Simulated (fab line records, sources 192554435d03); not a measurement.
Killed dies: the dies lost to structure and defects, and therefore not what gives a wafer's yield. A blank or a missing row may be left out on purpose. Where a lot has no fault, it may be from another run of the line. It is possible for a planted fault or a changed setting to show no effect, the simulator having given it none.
Split-lot trial ; flow n5Finfet ; 7 lots, 39 wafers read, on a route of 1938 steps

## ABOUT THE SPLIT
At N5_FIN_SAQP_HM_DEP_03 (deposits SiNx from SiH4/NH3/N2, target thk 38 nm, time 33.6 s), the setting targetThkA was moved away from the recipe's 380 angstrom on 9 of the 39 wafers read, by +6.2% to +13.8%. All remaining wafers had this setting at the recipe value.

## FROM THE SPLIT TO THE READING: what the file shows between them, 10 steps
- N5_FIN_SAQP_THK_MEAS_05
- N5_FIN_SAQP_PECVD_47: deposits a-Si from SiH4/He, target thk 45 nm, time 36.3 s
- N5_FIN_SAQP_PECVD_48: deposits SiNx from SiH4/NH3/N2, target thk 25 nm, time 22.1 s
- N5_FIN_SAQP_SPACER2_ALD_28: deposits SiO2, target thk 8.1 nm, pulse time 1 s, purge time 2 s
- N5_FIN_SAQP_SPACER2_ETCHBACK_29: etches SiO2 in CHF3/O2, target depth 12.2 nm, time 6.1 s
- N5_FIN_SAQP_MANDREL2_REMOVE_60: chemistry HBr/Cl2/O2, target a-Si, stops on SiNx, bt time 10 s
- N5_FIN_SAQP_HM_OPEN_33: chemistry CH3F/O2, target SiNx, target depth 49.4 nm, time 70.6 s
- N5_FIN_SAQP_ETCH_34: etches SiO2 in C4F6/O2, target depth 45 nm, time 15 s
- N5_FIN_SAQP_STRIP_77: strips in N2/H2, time 90 s
- N5_FIN_SAQP_ETCH_64: etches SiO2 in CF4, target depth 1.5 nm

## THE READING
SiNx_of_FIN_SAQP_HM_DEP_03.thkNm (the simulator's own value, which no gauge read), in nm, at N5_FIN_SAQP_FIN_ETCH_36 (etches the open film in HBr/Cl2/O2, target depth 120 nm, time 50.4 s). The file does not state a usual value for it. The 30 wafers here that ran the recipe average 21.4 nm, standard deviation 0.56 nm.

wafer;tool, chamber at the split;targetThkA as run, angstrom;against the recipe;SiNx_of_FIN_SAQP_HM_DEP_03.thkNm, nm;against lot-mates on the recipe
L078.1;pecvd-04, 2;380;recipe;21;-
L078.2;pecvd-04, 0;380;recipe;21.6;-
L078.3;pecvd-04, 0;380;recipe;22.4;-
L078.4;pecvd-04, 2;380;recipe;21.2;-
L078.5;pecvd-04, 2;380;recipe;21.2;-
L078.6;pecvd-04, 0;380;recipe;22.2;-
L079.2;pecvd-04, 1;380;recipe;21;-
L079.3;pecvd-04, 0;380;recipe;21.6;-
L079.6;pecvd-04, 1;380;recipe;20.8;-
L084.1;pecvd-01, 0;380;recipe;20.2;-
L084.2;pecvd-01, 2;380;recipe;21.2;-
L084.4;pecvd-01, 1;380;recipe;21.2;-
L084.3;pecvd-01, 1;403.5;+6.2%;23.2;+2.3
L084.6;pecvd-01, 0;403.5;+6.2%;23.2;+2.3
L084.5;pecvd-01, 2;403.5;+6.2%;24.8;+3.9
L085.1;pecvd-04, 2;432.3;+13.8%;26.6;+4.7
L085.2;pecvd-04, 0;432.3;+13.8%;25.6;+3.7
L085.3;pecvd-04, 1;380;recipe;21.8;-
L085.4;pecvd-04, 0;380;recipe;22.4;-
L085.5;pecvd-04, 2;432.3;+13.8%;27.2;+5.3
L085.6;pecvd-04, 1;380;recipe;21.6;-
L088.1;pecvd-01, 1;419.7;+10.4%;25.2;+3.7
L088.2;pecvd-01, 2;419.7;+10.4%;25.2;+3.7
L088.6;pecvd-01, 1;419.7;+10.4%;25.2;+3.7
L088.3;pecvd-01, 0;380;recipe;21;-
L088.4;pecvd-01, 2;380;recipe;22;-
L088.5;pecvd-01, 0;380;recipe;21.6;-
L095.1;pecvd-02, 0;380;recipe;21;-
L095.2;pecvd-02, 2;380;recipe;21.4;-
L095.3;pecvd-02, 1;380;recipe;21.4;-
L095.4;pecvd-02, 1;380;recipe;22;-
L095.5;pecvd-02, 0;380;recipe;22;-
L095.6;pecvd-02, 2;380;recipe;22;-
L097.1;pecvd-04, 1;380;recipe;20.6;-
L097.2;pecvd-04, 2;380;recipe;20.4;-
L097.3;pecvd-04, 0;380;recipe;21;-
L097.4;pecvd-04, 1;380;recipe;21;-
L097.5;pecvd-04, 0;380;recipe;21;-
L097.6;pecvd-04, 2;380;recipe;20.8;-

FIT RESULTS
A straight line over all 39 wafers: SiNx_of_FIN_SAQP_HM_DEP_03.thkNm changes by +0.372 nm for each +1% of targetThkA; r = +0.95; the points scatter about the line by 0.58 nm.
The same after taking each lot's own level away (the mean of its wafers on the recipe; 39 wafers): +0.348 nm for each +1%; r = +0.95; scatter 0.51 nm.
Per that fit: largest targetThkA move, reading shift of 4.8 nm.
The lots' own levels span 20.80 to 21.93 nm, that is 2.0 times the standard deviation above.
Consequently the slope shifts little with the lot-to-lot level, the two slopes agreeing.
Check: with one of the wafers moved furthest among these (+13.8%) left out of the fit, the line predicts +4.87 nm for it against its lot-mates. Against them it came out at +4.67 nm.

## THE WHOLE CHAIN: every reading that the file lists as answering this split, in the file's order
step;what it does;reading;change (the file's fit);r (the file's)
N5_FIN_SAQP_HM_DEP_03;deposits SiNx from SiH4/NH3/N2, target thk 38 nm, time 33.6 s;SiNx_of_FIN_SAQP_HM_DEP_03.thkNm (the simulator's own value, which no gauge read);+0.369 nm for each +1% of the setting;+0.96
N5_FIN_SAQP_THK_MEAS_05;;thkNm;withheld for each +1% of the setting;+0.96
N5_FIN_SAQP_MANDREL2_REMOVE_60;chemistry HBr/Cl2/O2, target a-Si, stops on SiNx, bt time 10 s;SiNx_of_FIN_SAQP_HM_DEP_03.thkNm (the simulator's own value, which no gauge read);+0.365 nm for each +1% of the setting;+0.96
N5_FIN_SAQP_HM_OPEN_33;chemistry CH3F/O2, target SiNx, target depth 49.4 nm, time 70.6 s;etchRfOnTimeS;withheld for each +1% of the setting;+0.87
N5_FIN_SAQP_HM_OPEN_33;chemistry CH3F/O2, target SiNx, target depth 49.4 nm, time 70.6 s;etch.depthNm (the simulator's own value, which no gauge read);+0.369 nm for each +1% of the setting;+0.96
N5_FIN_SAQP_FIN_ETCH_36;etches the open film in HBr/Cl2/O2, target depth 120 nm, time 50.4 s;SiNx_of_FIN_SAQP_HM_DEP_03.thkNm (the simulator's own value, which no gauge read);+0.352 nm for each +1% of the setting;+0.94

## FILE'S OWN FIT
SiNx_of_FIN_SAQP_HM_DEP_03.thkNm changes by +0.352 nm for each +1% of targetThkA, r = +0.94.
